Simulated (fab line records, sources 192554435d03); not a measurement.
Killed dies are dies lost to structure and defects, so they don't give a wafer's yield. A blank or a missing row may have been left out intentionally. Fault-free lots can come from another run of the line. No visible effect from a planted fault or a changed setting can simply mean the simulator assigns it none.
Split-lot study | flow n5Finfet | on a route of 1938 steps: 7 lots, 21 wafers read

## THE SPLIT
At N5_ZERO_LAYER_EXPOSE_08 (exposes mask ZERO, defocus 0 nm, target cd 2000 nm), the setting doseMj was moved away from the recipe's 16.2 on 6 of the 21 wafers read, by -7.3% to +2.5%. The other wafers ran this setting at the recipe's value.

## FROM THE SPLIT TO THE READING: what the file shows between them, 3 steps
- N5_ZERO_LAYER_PEB_09
- N5_ZERO_LAYER_DEVELOP_10: develop time 60 s
- N5_ZERO_LAYER_HARDBAKE_23: time 120 s

## THE READING
cdNm at N5_ZERO_LAYER_CD_MEAS_11, given in nm (cd target 2000 nm). Typical for fault-free wafers on this fab line: 2000.3 nm, with standard deviation 1.8 nm.

wafer  | tool, chamber at the split | doseMj as run | against the recipe | cdNm, nm | against lot-mates on the recipe
L074.1 | krfScanner-02, 0           | 15.04         | -7.2%              | 1988.2   | -11.9
L074.2 | krfScanner-02, 0           | 16.2          | recipe             | 2000.1   | -
L074.5 | krfScanner-02, 0           | 15.04         | -7.2%              | 1985.2   | -14.9
L076.1 | krfScanner-01, 0           | 16.2          | recipe             | 2002.4   | -
L076.4 | krfScanner-01, 0           | 16.2          | recipe             | 2002.2   | -
L076.5 | krfScanner-01, 0           | 16.57         | +2.3%              | 2004.8   | +2.5
L079.2 | krfScanner-01, 0           | 16.2          | recipe             | 1996.0   | -
L079.3 | krfScanner-01, 0           | 16.2          | recipe             | 1999.8   | -
L079.5 | krfScanner-01, 0           | 15.68         | -3.2%              | 1994.1   | -3.8
L086.2 | krfScanner-01, 0           | 16.2          | recipe             | 1998.4   | -
L086.3 | krfScanner-01, 0           | 16.2          | recipe             | 1998.5   | -
L086.5 | krfScanner-01, 0           | 15.02         | -7.3%              | 1985.2   | -13.2
L087.1 | krfScanner-01, 0           | 16.2          | recipe             | 1999.7   | -
L087.2 | krfScanner-01, 0           | 16.2          | recipe             | 2001.9   | -
L087.6 | krfScanner-01, 0           | 16.2          | recipe             | 1999.6   | -
L090.3 | krfScanner-02, 0           | 16.2          | recipe             | 2001.0   | -
L090.5 | krfScanner-02, 0           | 16.2          | recipe             | 2000.6   | -
L090.6 | krfScanner-02, 0           | 16.2          | recipe             | 2002.4   | -
L094.1 | krfScanner-01, 0           | 16.2          | recipe             | 2000.8   | -
L094.3 | krfScanner-01, 0           | 16.2          | recipe             | 2000.2   | -
L094.6 | krfScanner-01, 0           | 16.6          | +2.5%              | 2003.4   | +2.9

THE FIT
A straight line over all 21 wafers: cdNm changes by +1.91 nm for each +1% of doseMj; r = +0.96; the points scatter about the line by 1.6 nm.
The same after taking each lot's own level away (the mean of its wafers on the recipe; 21 wafers): +1.75 nm for each +1%; r = +0.97; scatter 1.2 nm.
On that fit, the largest move of doseMj shifts the reading by 13 nm.
The lots' own levels span 1997.90 to 2002.30 nm, that is 2.4 times the standard deviation above.
Hence the lot-to-lot level has little effect on the slope; both slopes agree.
Check: -12.8 nm against its lot-mates is what the line predicts for one of the wafers moved furthest among these (-7.3%) when that wafer is left out of the fit. Against them it came out at -13.2 nm.

## OTHER SPLITS APPLIED TO THESE WAFERS
These wafers also went through other splits before the reading. Each is held against what the fit with the lots' levels taken away leaves over:
other split on the same wafers | wafers away from the commonest value | r with cdNm (lot level and that fit taken away)
N5_ZERO_LAYER_PECVD_02 timeS   | 7                                    | -0.59

## THE WHOLE CHAIN: every reading that the file lists as answering this split, in the file's order
step                     | what it does             | reading                                                          | change (the file's fit)              | r (the file's)
N5_ZERO_LAYER_CD_MEAS_11 | target cd 2000 nm        | cdNm                                                             | +1.73 nm for each +1% of the setting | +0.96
N5_ZERO_LAYER_DESCUM_16  | chemistry O2, time 7.9 s | ZERO_LAYER.cdNm (the simulator's own value, which no gauge read) | +1.75 nm for each +1% of the setting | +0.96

## FILE'S OWN FIT
cdNm changes by +1.73 nm for each +1% of doseMj, r = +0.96.
